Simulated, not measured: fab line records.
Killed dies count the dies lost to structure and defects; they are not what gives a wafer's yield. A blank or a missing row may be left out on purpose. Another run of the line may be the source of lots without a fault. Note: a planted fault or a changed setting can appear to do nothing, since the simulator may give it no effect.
fab line records -- flow n5-finfet
record lots=6, wafers=17, last-day=17
route steps=1938 shown BEOL_M6@1258 BEOL_M7@1263 PASSIVATION@1936
lots that met no fault: taken from a fault-free run of the same line
start-h: hours from the record's opening day to when the first of the lot's shown wafers began -- wait-h: time in hours since the lot's previous step -- " the same as in the row above -- L1.1+2: a row that stands for several wafers -- - no value, or no start was given -- * or withheld: withheld -- < > ~ a bound
route shown NAME@n: NAME is a module with steps in the file, n the number in the route of the first one -- usual: mean/standard deviation taken from wafers without a fault -- same: alike in all rows -- chamber/n: place in a boat -- sites: per-site readings -- _std_site: the standard deviation of these -- _edge_site: outer sites' mean less inner sites' -- radius-mm: for every site, how far away it sits from the centre of the wafer -- mask NAME#n: copy n -- behind: tool/chamber where the wafer was last shaped -- hold: reason for holding the lot/hours on hold/outcome of the hold -- device: transistor that didn't switch, given as n, p or np -- end of line: tests run on the same wafers once the route is complete -- a step without rows: its recipe alone -- killed: the dies lost at the first sort to structure and to defects; this is not the yield of the wafer -- map: per-die view of a wafer (x killed, . not killed, _ where there is no die)
set.NAME: the setting that was run; set.NAME@STEP: the one run at that earlier step -- model.NAME: the simulator's own value behind a step, which no gauge read
certain route steps with their lots: each step a table, each wafer a row
services: the hour from which a tool's chamber was out of use, counted from the record's first day as start-h (under 0 if before that day), plus the number of hours and why
## steps
# step N5_BEOL_M6_THK_MEAS_53
# recipe thk-meas-gauge=xrf, reads=Cu_of_BEOL_M6_ECD_50
# usual M6_THK=80.5/2.6
lot.wafer,tool,chamber,start-h,wait-h,M6_THK[nm]
L991.2,film-metro-02,-,185.24,-,83.6
L991.4,film-metro-02,-,185.24,-,79.7
L991.6,film-metro-02,-,185.24,-,84.9
L993.3,film-metro-02,-,193.44,-,78.5
L993.5,film-metro-02,-,193.44,-,82.1
L996.4,film-metro-02,-,216.56,-,81.5
L996.5,film-metro-02,-,216.56,-,81.5
L996.6,film-metro-02,-,216.56,-,82.3
L997.2,film-metro-02,-,221.44,-,81.3
L997.3,film-metro-02,-,221.44,-,78.4
L997.4,film-metro-02,-,221.44,-,80.1
L112.2,film-metro-02,-,315.27,-,82.7
L112.4,film-metro-02,-,315.27,-,85.6
L112.5,film-metro-02,-,315.27,-,77.5
L114.2,film-metro-01,-,330.33,-,83.0
L114.4,film-metro-01,-,330.33,-,81.0
L114.5,film-metro-01,-,330.33,-,78.4
# step N5_BEOL_M6_PRE_CLEAN_55
# recipe gas=NH3, time-s=15, temp-c=withheld, rf-power-w=300
# step N5_BEOL_M6_DEP_56
# recipe material=SiCN, target-thk-a=100, temp-c=withheld, precursor=3MS/NH3, pressure-torr=3, rf-w=202, time-s=17.5
# usual showerhead-plenum-p-Torr=3.663/0.013, throttle-valve-pct=9.0/0.38
lot.wafer,tool,chamber,start-h,wait-h,showerhead-plenum-p-Torr,throttle-valve-pct
L991.2,pecvd-01,1,185.30,0.0,3.638,9.1
L991.4,pecvd-01,0,185.30,0.0,3.682,8.5
L991.6,pecvd-01,2,185.30,0.0,3.667,8.9
L993.3,pecvd-03,2,193.50,0.0,3.660,8.8
L993.5,pecvd-03,1,193.50,0.0,3.664,9.0
L996.4,pecvd-03,2,216.64,0.0,3.659,8.9
L996.5,pecvd-03,1,216.64,0.0,3.651,8.8
L996.6,pecvd-03,0,216.64,0.0,3.649,8.8
L997.2,pecvd-02,1,221.50,0.0,3.679,9.3
L997.3,pecvd-02,0,221.50,0.0,3.660,9.8
L997.4,pecvd-02,0,221.50,0.0,3.666,9.7
L112.2,pecvd-03,0,315.33,0.0,3.655,9.2
L112.4,pecvd-03,2,315.33,0.0,3.663,9.1
L112.5,pecvd-03,1,315.33,0.0,3.661,8.9
L114.2,pecvd-01,1,330.39,0.0,3.644,8.9
L114.4,pecvd-01,0,330.39,0.0,3.671,8.9
L114.5,pecvd-01,2,330.39,0.0,3.679,8.4
# step N5_BEOL_M6_RS_MEAS_57
# recipe thk-meas-gauge=four-point-probe, reads=Cu_of_BEOL_M6_ECD_50+Co_of_BEOL_M6_CVD_78+TaN_of_BEOL_M6_ALD_77
# usual M6_RS=0.287/0.011
lot.wafer,tool,chamber,start-h,wait-h,M6_RS[ohm/sq]
L991.2,film-metro-01,-,185.37,0.1,0.270
L991.4,film-metro-01,-,185.37,0.1,0.284
L991.6,film-metro-01,-,185.37,0.1,0.266
L993.3,film-metro-01,-,193.57,0.1,0.297
L993.5,film-metro-01,-,193.57,0.1,0.284
L996.4,film-metro-02,-,216.69,0.0,0.281
L996.5,film-metro-02,-,216.69,0.0,0.282
L996.6,film-metro-02,-,216.69,0.0,0.280
L997.2,film-metro-01,-,221.57,0.1,0.283
L997.3,film-metro-01,-,221.57,0.1,0.296
L997.4,film-metro-01,-,221.57,0.1,0.290
L112.2,film-metro-02,-,315.40,0.1,0.278
L112.4,film-metro-02,-,315.40,0.1,0.269
L112.5,film-metro-02,-,315.40,0.1,0.302
L114.2,film-metro-02,-,330.46,0.1,0.274
L114.4,film-metro-02,-,330.46,0.1,0.283
L114.5,film-metro-02,-,330.46,0.1,0.293
# step N5_BEOL_M6_INSPECT_58
# recipe inspect-instrument=darkfield, mode=post-dep
# usual raw-defect-count=68/21
lot.wafer,tool,chamber,start-h,wait-h,raw-defect-count
L991.2,defect-inspect-02,-,185.40,0.0,89
L991.4,defect-inspect-02,-,185.40,0.0,47
L991.6,defect-inspect-02,-,185.40,0.0,66
L993.3,defect-inspect-02,-,193.60,0.0,71
L993.5,defect-inspect-02,-,193.60,0.0,52
L996.4,defect-inspect-02,-,216.72,0.0,48
L996.5,defect-inspect-02,-,216.72,0.0,51
L996.6,defect-inspect-02,-,216.72,0.0,51
L997.2,defect-inspect-02,-,221.60,0.0,105
L997.3,defect-inspect-02,-,221.60,0.0,52
L997.4,defect-inspect-02,-,221.60,0.0,49
L112.2,defect-inspect-01,-,315.43,0.0,51
L112.4,defect-inspect-01,-,315.43,0.0,77
L112.5,defect-inspect-01,-,315.43,0.0,65
L114.2,defect-inspect-02,-,330.48,0.0,108
L114.4,defect-inspect-02,-,330.48,0.0,54
L114.5,defect-inspect-02,-,330.48,0.0,75
# step N5_BEOL_M7_ILD_DEP_00
# recipe material=SiCOH_lowk, target-thk-a=1797.5, temp-c=300, precursor=DEMS/porogen, pressure-torr=5, rf-w=500, time-s=33.4
# usual heater-power-w=320/35, showerhead-plenum-p-Torr=5.744/0.019, susceptor-temp-C=299.98/0.21, throttle-valve-pct=13.7/0.81
lot.wafer,tool,chamber,start-h,wait-h,heater-power-w,showerhead-plenum-p-Torr,susceptor-temp-C,throttle-valve-pct
L991.2,pecvd-02,2,185.43,0.0,256,5.733,300.19,13.5
L991.4,pecvd-02,0,185.43,0.0,287,5.743,299.98,15.2
L991.6,pecvd-02,1,185.43,0.0,327,5.756,299.97,14.1
L993.3,pecvd-02,1,193.64,0.0,354,5.748,299.94,13.9
L993.5,pecvd-02,1,193.64,0.0,277,5.762,299.82,13.9
L996.4,pecvd-02,1,216.77,0.1,300,5.762,300.12,13.9
L996.5,pecvd-02,0,216.77,0.1,254,5.740,300.11,14.9
L996.6,pecvd-02,2,216.77,0.1,279,5.745,299.97,13.5
L997.2,pecvd-04,0,221.63,0.0,303,5.760,300.08,13.2
L997.3,pecvd-04,1,221.63,0.0,360,5.782,300.27,14.7
L997.4,pecvd-04,1,221.63,0.0,352,5.769,299.92,14.4
L112.2,pecvd-02,1,315.46,0.0,290,5.757,300.23,13.8
L112.4,pecvd-02,0,315.46,0.0,272,5.738,299.65,15.0
L112.5,pecvd-02,1,315.46,0.0,298,5.763,300.27,13.9
L114.2,pecvd-04,2,330.52,0.0,368,5.756,300.10,12.2
L114.4,pecvd-04,0,330.52,0.0,243,5.755,299.68,13.0
L114.5,pecvd-04,2,330.52,0.0,379,5.726,300.36,12.4
# step N5_BEOL_M7_CURE_74
# recipe temp-c=385, time-s=240, ambient=He/Ar, material=SiCOH_lowk
# step N5_BEOL_M7_THK_MEAS_01
# recipe reads=SiCOH_lowk_of_BEOL_M7_ILD_DEP_00
# usual M7_ILD_THK=155.4/2.5
lot.wafer,tool,chamber,start-h,wait-h,M7_ILD_THK[nm]
L991.2,film-metro-01,-,186.01,0.4,157.2
L991.4,film-metro-01,-,186.01,0.4,156.9
L991.6,film-metro-01,-,186.01,0.4,154.4
L993.3,film-metro-01,-,194.21,0.3,155.1
L993.5,film-metro-01,-,194.21,0.3,156.9
L996.4,film-metro-02,-,217.33,0.2,155.9
L996.5,film-metro-02,-,217.33,0.2,154.2
L996.6,film-metro-02,-,217.33,0.2,159.9
L997.2,film-metro-01,-,222.70,0.7,155.2
L997.3,film-metro-01,-,222.70,0.7,156.6
L997.4,film-metro-01,-,222.70,0.7,157.7
L112.2,film-metro-02,-,316.54,0.7,152.7
L112.4,film-metro-02,-,316.54,0.7,155.7
L112.5,film-metro-02,-,316.54,0.7,153.4
L114.2,film-metro-01,-,331.10,0.4,156.0
L114.4,film-metro-01,-,331.10,0.4,155.7
L114.5,film-metro-01,-,331.10,0.4,158.0
# step N5_BEOL_M7_PECVD_70
# recipe material=SiO2, target-thk-a=200, temp-c=400, precursor=TEOS/O2, pressure-torr=5.5, rf-w=450, teos-flow-sccm=53.8, gas=O2, flow-sccm=3000, time-s=22.7
# usual heater-power-w=722/67, showerhead-plenum-p-Torr=8.80/0.063, susceptor-temp-C=399.96/0.25, throttle-valve-pct=22.2/1.3
lot.wafer,tool,chamber,start-h,wait-h,heater-power-w,showerhead-plenum-p-Torr,susceptor-temp-C,throttle-valve-pct
L991.2,pecvd-03,2,186.05,0.0,900,8.75,400.13,21.5
L991.4,pecvd-03,0,186.05,0.0,788,8.72,399.98,22.3
L991.6,pecvd-03,2,186.05,0.0,881,8.74,400.02,21.6
L993.3,pecvd-04,1,194.25,0.0,745,8.92,400.16,23.1
L993.5,pecvd-04,1,194.25,0.0,756,8.92,400.32,23.5
L996.4,pecvd-02,0,217.38,0.1,626,8.78,399.86,24.6
L996.5,pecvd-02,1,217.38,0.1,705,8.86,400.00,22.3
L996.6,pecvd-02,2,217.38,0.1,619,8.80,399.89,21.8
L997.2,pecvd-02,1,222.74,0.0,754,8.86,399.98,22.5
L997.3,pecvd-02,2,222.74,0.0,641,8.80,400.05,22.2
L997.4,pecvd-02,0,222.74,0.0,690,8.79,400.28,24.6
L112.2,pecvd-04,1,316.58,0.0,812,8.92,400.33,22.9
L112.4,pecvd-04,2,316.58,0.0,836,8.77,399.83,19.4
L112.5,pecvd-04,0,316.58,0.0,691,8.87,400.28,21.4
L114.2,pecvd-03,1,331.13,0.0,749,8.75,399.95,21.6
L114.4,pecvd-03,1,331.13,0.0,737,8.72,399.88,21.6
L114.5,pecvd-03,0,331.13,0.0,780,8.72,400.08,22.2
# step N5_BEOL_M7_HM_DEP_02
# recipe material=TiN, target-thk-a=200, temp-c=25, chamber-pressure-pa=0.49996
# usual substrate-temp-c=25.00/0.1, susceptor-temp-C=25.02/0.11, throttle-valve-pct=29.9/0.72
lot.wafer,tool,chamber,start-h,wait-h,substrate-temp-c,susceptor-temp-C,throttle-valve-pct
L991.2,pvd-sputter-02,-,186.76,0.7,24.90,24.98,28.3
L991.4,pvd-sputter-02,-,186.76,0.7,24.97,24.85,29.8
L991.6,pvd-sputter-02,-,186.76,0.7,24.96,25.04,30.9
L993.3,pvd-sputter-02,-,194.61,0.3,24.98,24.93,29.4
L993.5,pvd-sputter-02,-,194.61,0.3,24.84,25.06,29.7
L996.4,pvd-sputter-01,-,217.54,0.1,25.03,24.91,29.1
L996.5,pvd-sputter-01,-,217.54,0.1,25.06,24.89,30.0
L996.6,pvd-sputter-01,-,217.54,0.1,25.03,25.06,29.3
L997.2,pvd-sputter-01,-,223.85,1.1,25.01,24.90,29.8
L997.3,pvd-sputter-01,-,223.85,1.1,25.01,25.01,30.4
L997.4,pvd-sputter-01,-,223.85,1.1,24.91,25.00,29.3
L112.2,pvd-sputter-03,-,317.21,0.6,24.99,25.13,30.2
L112.4,pvd-sputter-03,-,317.21,0.6,24.95,24.99,30.9
L112.5,pvd-sputter-03,-,317.21,0.6,24.97,25.00,28.8
L114.2,pvd-sputter-01,-,331.89,0.7,25.07,25.12,29.2
L114.4,pvd-sputter-01,-,331.89,0.7,24.94,25.02,30.1
L114.5,pvd-sputter-01,-,331.89,0.7,24.96,25.02,30.2
# step N5_BEOL_M7_COAT_59
# recipe resist=SOC, temp-c=250, time-s=60, spin-rpm=1500, resist-thk-nm=100
# step N5_BEOL_M7_COAT_60
# recipe resist=SiARC, temp-c=220, time-s=60, spin-rpm=1500, resist-thk-nm=35
# step N5_BEOL_M7_COAT_05
# recipe resist=CAR-ArF, spin-rpm=1500, resist-thk-nm=90
# usual exhaust-pa=44.9/0.85, spin-speed-rpm=1499.9/0.89
lot.wafer,tool,chamber,start-h,wait-h,exhaust-pa,spin-speed-rpm,model.CAR-ArF_of_BEOL_M7_COAT_05.thk-nm
L991.2,litho-track-02,0,186.89,-,44.4,1499.1,90
L991.4,litho-track-02,0,186.89,-,44.8,1500.9,89.8
L991.6,litho-track-02,0,186.89,-,44.6,1498.1,89.8
L993.3,litho-track-02,0,194.74,-,45.1,1501.8,90.2
L993.5,litho-track-02,0,194.74,-,44.7,1500.8,90.2
L996.4,litho-track-02,0,217.68,-,44.8,1379.8,94.2
L996.5,litho-track-02,0,217.68,-,44.6,1379.6,94.2
L996.6,litho-track-02,0,217.68,-,45.3,1380.9,94.4
L997.2,litho-track-02,0,223.98,-,45.0,1380.4,94
L997.3,litho-track-02,0,223.98,-,45.7,1380.8,93.8
L997.4,litho-track-02,0,223.98,-,45.2,1380.6,94.2
L112.2,litho-track-04,0,317.34,-,44.3,1500.0,90.2
L112.4,litho-track-04,0,317.34,-,46.1,1500.2,89.8
L112.5,litho-track-04,0,317.34,-,44.1,1500.3,90
L114.2,litho-track-04,0,332.03,-,44.6,1500.1,90
L114.4,litho-track-04,0,332.03,-,45.4,1501.1,90
L114.5,litho-track-04,0,332.03,-,45.3,1501.7,89.8
# step N5_BEOL_M7_EBR_07
# recipe solvent=PGMEA, ebr-width-mm=1.5
# step N5_BEOL_M7_SOFTBAKE_06
# recipe temp-c=110, time-s=60, resist=CAR-ArF
# step N5_BEOL_M7_EXPOSE_08
# recipe mask-id=M7, na=1.35, source-shape=dipole, sigma-inner=0.817, sigma-outer=0.97, polarization=te, dose-mj=68.25
# step N5_BEOL_M7_PEB_09
# recipe peb-temp-c=withheld, peb-time-s=60, resist=CAR-ArF
# step N5_BEOL_M7_DEVELOP_10
# recipe develop-time-s=30, developer=TMAH, resist=CAR-ArF, rinse-liquid=diw, dry=air-spin, dev-temp-c=23
# step N5_BEOL_M7_CD_MEAS_11
# recipe target-cd-nm=38.5, landing-energy-ev=500, detector=se-inlens, polarity=opening
# usual cd-nm=39.0/0.94
lot.wafer,tool,chamber,start-h,wait-h,cd-nm
L991.2,cd-sem-02,0,187.26,-,39.3
L991.4,cd-sem-02,0,187.26,-,39.2
L991.6,cd-sem-02,0,187.26,-,40.2
L993.3,cd-sem-03,0,194.98,-,38.7
L993.5,cd-sem-03,0,194.98,-,39.6
L996.4,cd-sem-01,0,218.04,-,39.7
L996.5,cd-sem-01,0,218.04,-,39.5
L996.6,cd-sem-01,0,218.04,-,39.1
L997.2,cd-sem-01,0,224.22,-,37.8
L997.3,cd-sem-01,0,224.22,-,38.5
L997.4,cd-sem-01,0,224.22,-,38.9
L112.2,cd-sem-01,0,317.58,-,38.7
L112.4,cd-sem-01,0,317.58,-,39.5
L112.5,cd-sem-01,0,317.58,-,41.0
L114.2,cd-sem-03,0,332.39,-,37.7
L114.4,cd-sem-03,0,332.39,-,38.4
L114.5,cd-sem-03,0,332.39,-,38.4
# step N5_BEOL_M7_OVL_MEAS_12
# recipe points-per-wafer=44
# usual M7_OVL=-0.7/0.7
lot.wafer,tool,chamber,start-h,wait-h,M7_OVL[nm]
L991.2,overlay-02,0,187.29,0.0,-0.2
L991.4,overlay-02,0,187.29,0.0,-1.5
L991.6,overlay-02,0,187.29,0.0,0.0
L993.3,overlay-02,0,195.01,0.0,-0.1
L993.5,overlay-02,0,195.01,0.0,-0.1
L996.4,overlay-01,0,218.07,0.0,-0.2
L996.5,overlay-01,0,218.07,0.0,0.0
L996.6,overlay-01,0,218.07,0.0,0.0
L997.2,overlay-01,0,224.25,0.0,-2.0
L997.3,overlay-01,0,224.25,0.0,-1.9
L997.4,overlay-01,0,224.25,0.0,-0.8
L112.2,overlay-01,0,317.61,0.0,-0.1
L112.4,overlay-01,0,317.61,0.0,-0.1
L112.5,overlay-01,0,317.61,0.0,-0.5
L114.2,overlay-02,0,332.42,0.0,-2.0
L114.4,overlay-02,0,332.42,0.0,-1.8
L114.5,overlay-02,0,332.42,0.0,-1.6
# step N5_BEOL_M7_INSPECT_13
# recipe mode=adi, inspect-instrument=brightfield
# usual raw-defect-count=417/100
lot.wafer,tool,chamber,start-h,wait-h,raw-defect-count
L991.2,defect-inspect-01,-,187.31,0.0,359
L991.4,defect-inspect-01,-,187.31,0.0,425
L991.6,defect-inspect-01,-,187.31,0.0,381
L993.3,defect-inspect-02,-,195.04,0.0,405
L993.5,defect-inspect-02,-,195.04,0.0,519
L996.4,defect-inspect-01,-,218.10,0.0,282
L996.5,defect-inspect-01,-,218.10,0.0,323
L996.6,defect-inspect-01,-,218.10,0.0,414
L997.2,defect-inspect-01,-,224.28,0.0,427
L997.3,defect-inspect-01,-,224.28,0.0,326
L997.4,defect-inspect-01,-,224.28,0.0,427
L112.2,defect-inspect-01,-,317.63,0.0,335
L112.4,defect-inspect-01,-,317.63,0.0,356
L112.5,defect-inspect-01,-,317.63,0.0,451
L114.2,defect-inspect-01,-,332.45,0.0,312
L114.4,defect-inspect-01,-,332.45,0.0,266
L114.5,defect-inspect-01,-,332.45,0.0,424
# step N5_BEOL_M7_DESCUM_16
# recipe chemistry=O2, time-s=7.9, source-power-w=50, bias-power-w=20, pressure-mtorr=20, rf-frequency-hz=2.712e+07, temp-c=40, resist=CAR-ArF, o2-flow-sccm=225
# step N5_BEOL_M7_ETCH_61
# recipe chemistry=CF4, target=SiARC, target-depth-a=455, mask-material=CAR-ArF, time-s=75.8, ion-energy-ev=80, pressure-mtorr=40, source-w=545, bias-w=36, Ar_flow_sccm=100, cf4-flow-sccm=100, ends=cleared
# usual bias-w=36.00/0.12, drypump-motor-current-A=5.7/0.39, etch-rf-on-time-s=76/3.1, oes-product-au=0.64/0.068, rf-vpp-V=183.8/1, showerhead-plenum-p-Torr=2.13/0.051, throttle-valve-pct=15.74/0.27
lot.wafer,tool,chamber,start-h,wait-h,bias-w,drypump-motor-current-A,etch-rf-on-time-s,oes-product-au,rf-hours-counter-h,rf-vpp-V,showerhead-plenum-p-Torr,throttle-valve-pct,model.CAR-ArF_of_BEOL_M7_COAT_05.thk-nm
L991.2,rie-diel-03,0,187.38,0.0,36.10,5.7,79,0.61,187,184.0,2.20,15.67,51
L991.4,rie-diel-03,3,187.38,0.0,35.87,5.7,71,0.64,-,183.2,2.04,15.64,50.8
L991.6,rie-diel-03,1,187.38,0.0,36.00,6.3,75,0.65,-,185.9,2.23,15.99,50.8
L993.3,rie-diel-02,0,195.11,0.0,35.92,6.3,77,0.62,202,183.3,2.15,16.07,51.2
L993.5,rie-diel-02,1,195.11,0.0,35.79,5.8,74,0.79,-,183.9,2.11,15.44,51.2
L996.4,rie-diel-03,0,218.16,0.0,36.06,5.7,80,0.60,197,184.7,2.20,15.68,55.2
L996.5,rie-diel-03,2,218.16,0.0,36.04,6.0,72,0.85,-,186.4,2.26,15.51,55
L996.6,rie-diel-03,3,218.16,0.0,36.06,5.7,72,0.63,-,182.4,2.03,15.67,55.2
L997.2,rie-diel-01,1,224.58,0.0,35.89,5.5,73,0.62,204,184.5,2.14,15.89,54.8
L997.3,rie-diel-01,2,224.58,0.0,36.01,6.3,75,0.64,167,182.6,2.05,15.66,54.8
L997.4,rie-diel-01,2,224.58,0.0,35.91,6.3,75,0.64,-,182.2,2.05,15.64,55.2
L112.2,rie-diel-02,1,317.79,0.0,36.04,5.8,76,0.73,68,183.4,2.10,15.53,51
L112.4,rie-diel-02,2,317.79,0.0,36.08,5.1,74,0.57,243,184.7,2.10,15.93,50.4
L112.5,rie-diel-02,3,317.79,0.0,35.93,5.4,78,0.65,-,185.8,2.13,15.21,50.8
L114.2,rie-diel-03,3,332.60,0.0,36.01,5.7,73,0.60,237,183.3,2.02,15.74,50.8
L114.4,rie-diel-03,0,332.60,0.0,35.97,5.7,81,0.58,229,185.5,2.18,15.73,51
L114.5,rie-diel-03,1,332.60,0.0,35.92,6.2,77,0.62,-,183.3,2.21,16.07,50.6
# step N5_BEOL_M7_ETCH_62
# recipe chemistry=N2/H2, target=SOC, target-depth-a=1100, overetch-a=220, mask-material=SiARC, temp-c=40, time-s=165, ion-energy-ev=200, pressure-mtorr=30, source-w=840, bias-w=150, n2-flow-sccm=200, h2-flow-sccm=200
# usual bias-w=150.0/0.4, drypump-motor-current-A=5.7/0.39, oes-product-au=0.64/0.063, rf-vpp-V=523.3/2, showerhead-plenum-p-Torr=2.52/0.065, throttle-valve-pct=17.9/0.33
lot.wafer,tool,chamber,start-h,wait-h,bias-w,drypump-motor-current-A,oes-product-au,rf-hours-counter-h,rf-vpp-V,showerhead-plenum-p-Torr,throttle-valve-pct
L991.2,rie-diel-03,0,187.44,0.0,149.8,5.7,0.62,187,526.4,2.63,17.8
L991.4,rie-diel-03,3,187.44,0.0,149.7,5.7,0.61,-,521.0,2.39,17.6
L991.6,rie-diel-03,1,187.44,0.0,150.6,6.3,0.64,-,528.1,2.64,18.2
L993.3,rie-diel-02,0,195.16,0.0,149.6,6.3,0.61,202,521.9,2.55,18.5
L993.5,rie-diel-02,1,195.16,0.0,150.1,5.8,0.78,-,524.4,2.48,17.5
L996.4,rie-diel-03,0,218.22,0.0,150.9,5.7,0.62,197,525.6,2.63,17.8
L996.5,rie-diel-03,2,218.22,0.0,150.0,6.0,0.83,-,529.5,2.68,17.7
L996.6,rie-diel-03,3,218.22,0.0,150.5,5.7,0.61,-,520.8,2.39,17.7
L997.2,rie-diel-01,1,224.63,0.0,150.0,5.5,0.61,204,521.8,2.51,17.9
L997.3,rie-diel-01,2,224.63,0.0,150.1,6.3,0.64,167,520.8,2.45,18.0
L997.4,rie-diel-01,2,224.63,0.0,150.2,6.3,0.64,-,520.5,2.45,18.1
L112.2,rie-diel-02,1,317.84,0.0,149.7,5.8,0.72,68,522.9,2.46,17.6
L112.4,rie-diel-02,2,317.84,0.0,149.6,5.2,0.56,243,521.8,2.51,18.1
L112.5,rie-diel-02,3,317.84,0.0,149.9,5.3,0.65,-,524.1,2.54,17.5
L114.2,rie-diel-03,3,332.65,0.0,150.0,5.7,0.59,237,521.7,2.38,17.7
L114.4,rie-diel-03,0,332.65,0.0,150.0,5.7,0.60,229,524.9,2.62,17.9
L114.5,rie-diel-03,1,332.65,0.0,149.7,6.3,0.61,-,525.1,2.62,18.2
# step N5_PASSIVATION_PROBE_49
# usual defect-limited-yield=91.8/1.5, killed_at_M0_to_M3=33/11, killed_at_M4_up=13/5, killed-at-contacts=11/5.6, killed-at-front-end=36/12, killed-at-other=3.4/2.5, killed-dies=97/18, killed-on-rim=12/4.2, killed-open=64/13, killed-short=31/6.9, sort_bin_4_leakage=0.01/0.048, sort_bin_5_function=4.8/1, sort_bin_6_memory=3.1/0.64, sort-n-pass=1083/18, sort-yield-pct=91.8/1.5
# same gross-dies=1180, killed-at-back-side=0, sort_bin_8_speed[%]=0
lot.wafer,tool,chamber,start-h,wait-h,defect-limited-yield[%],killed_at_M0_to_M3,killed_at_M4_up,killed-at-contacts,killed-at-front-end,killed-at-other,killed-dies,killed-on-rim,killed-open,killed-short,sort_bin_4_leakage[%],sort_bin_5_function[%],sort_bin_6_memory[%],sort-n-pass,sort-yield-pct[%]
L993.3,prober-01,-,279.30,0.1,90.3,34,10,13,57,0,114,12,80,33,0,5.0,4.2,1066,90.3
L993.5,prober-01,-,279.40,0.2,91.9,41,7,7,38,2,95,15,50,40,0,4.7,2.9,1085,91.9
L114.2,prober-01,-,409.50,0.1,92.1,29,14,9,30,11,93,14,60,32,0,5.0,2.7,1087,92.1
L114.4,prober-01,-,409.60,0.2,92.4,32,15,12,25,6,90,11,70,20,0,4.5,3.1,1090,92.4
L114.5,prober-01,-,409.65,0.2,91.8,44,10,8,32,3,97,17,63,34,0,4.5,3.6,1083,91.8
# killed by level:class
L993.3 FIN_SAQP:geometric-particle:open=20 MOL_CONTACT_COAG:geometric-particle:open=10 BEOL_M3:geometric-particle:open=9 FIN_SAQP:geometric-particle:short=7 GATE_CUT:geometric-particle:short=6 BEOL_M0_SAQP:geometric-particle:open=6 STI_FIN_REVEAL:geometric-particle:open=5 DUMMY_GATE:geometric-particle:open=5
L993.5 FIN_SAQP:geometric-particle:short=16 BEOL_M0_SAQP:geometric-particle:short=11 BEOL_M3:geometric-particle:open=11 BEOL_M0_SAQP:geometric-particle:open=10 FIN_SAQP:geometric-particle:open=6 DUMMY_GATE:geometric-particle:open=4 MOL_CONTACT_COAG:geometric-particle:open=4 MOL_CONTACT_COAG:geometric-particle:short=3
L114.2 FIN_SAQP:geometric-particle:short=9 MOL_CONTACT_COAG:geometric-particle:open=7 BEOL_M0_SAQP:geometric-particle:short=7 BEOL_M2:geometric-particle:open=7 BEOL_M0_SAQP:geometric-particle:open=6 FIN_SAQP:geometric-particle:open=5 BEOL_M4:geometric-particle:open=5 BEOL_M5:geometric-particle:open=5
L114.4 MOL_CONTACT_COAG:geometric-particle:open=10 BEOL_M2:geometric-particle:open=10 FIN_SAQP:geometric-particle:open=6 BEOL_M5:geometric-particle:open=6 BEOL_M0_SAQP:geometric-particle:short=6 BEOL_M3:geometric-particle:open=5 STI_FIN_REVEAL:geometric-particle:open=4 BEOL_M0_SAQP:geometric-particle:open=4
L114.5 BEOL_M3:geometric-particle:open=13 BEOL_M0_SAQP:geometric-particle:short=9 FIN_SAQP:geometric-particle:open=8 FIN_SAQP:geometric-particle:short=8 MOL_CONTACT_COAG:geometric-particle:open=7 BEOL_M0_SAQP:geometric-particle:open=7 DUMMY_GATE:geometric-particle:open=5 BEOL_M2:geometric-particle:open=5
## services
tool,chamber,start-h,hours,kind
rie-diel-01,3,176.74,8.3,repair
pecvd-04,-,180.14,0.9,repair
rie-diel-03,2,181.29,-,clean
rie-diel-03,2,181.29,-,consumable-replace:focus-ring
rie-diel-03,2,181.29,-,consumable-replace:showerhead
rie-diel-03,2,181.29,19.7,scheduled-down
rie-diel-03,2,181.29,19.7,vent-cycle
pecvd-01,-,198.46,1.8,repair
pecvd-04,1,209.48,10.2,repair
pecvd-03,-,221.28,2.8,pm
pecvd-02,-,225.45,14.6,pm
pecvd-01,0,226.24,23.5,repair
pecvd-01,2,233.26,6.5,repair
rie-diel-03,-,234.90,15.6,pm
pecvd-01,-,237.10,5.5,pm
pecvd-01,-,246.30,0.3,repair
pvd-sputter-01,-,252.79,1.5,repair
pecvd-02,1,253.92,5.5,scheduled-down
pecvd-04,1,256.77,2.0,repair
pecvd-01,-,265.34,11.7,repair
pecvd-02,0,277.57,2.1,scheduled-down
pecvd-04,-,288.42,0.8,repair
rie-diel-01,-,300.50,2.8,pm
pecvd-02,2,305.69,20.6,repair
## key
first-sign step=N5_BEOL_M7_COAT_05, reading=spin-speed-rpm, direction=down, sigmas=99+, usual=*, struck=*
effect none on later readings
model-effect step=N5_BEOL_M7_COAT_05, value=CAR-ArF_of_BEOL_M7_COAT_05.thk-nm, without=90.27, struck=94.13
model-effect step=N5_BEOL_M7_ETCH_61, value=CAR-ArF_of_BEOL_M7_COAT_05.thk-nm, without=51.2, struck=55.03
met-at N5_BEOL_M7_COAT_05
struck-wafers L996.4,L996.5,L996.6,L997.2,L997.3,L997.4
onset-between 194.74 217.68
fault kind=process-parameter-drift, tool=litho-track-02, chamber=-, onset-h=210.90, steps=N5_BEOL_M7_COAT_05, channel=spin-rpm, offset=*, shape=step, end-h=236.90, acts-in=*, stated=*
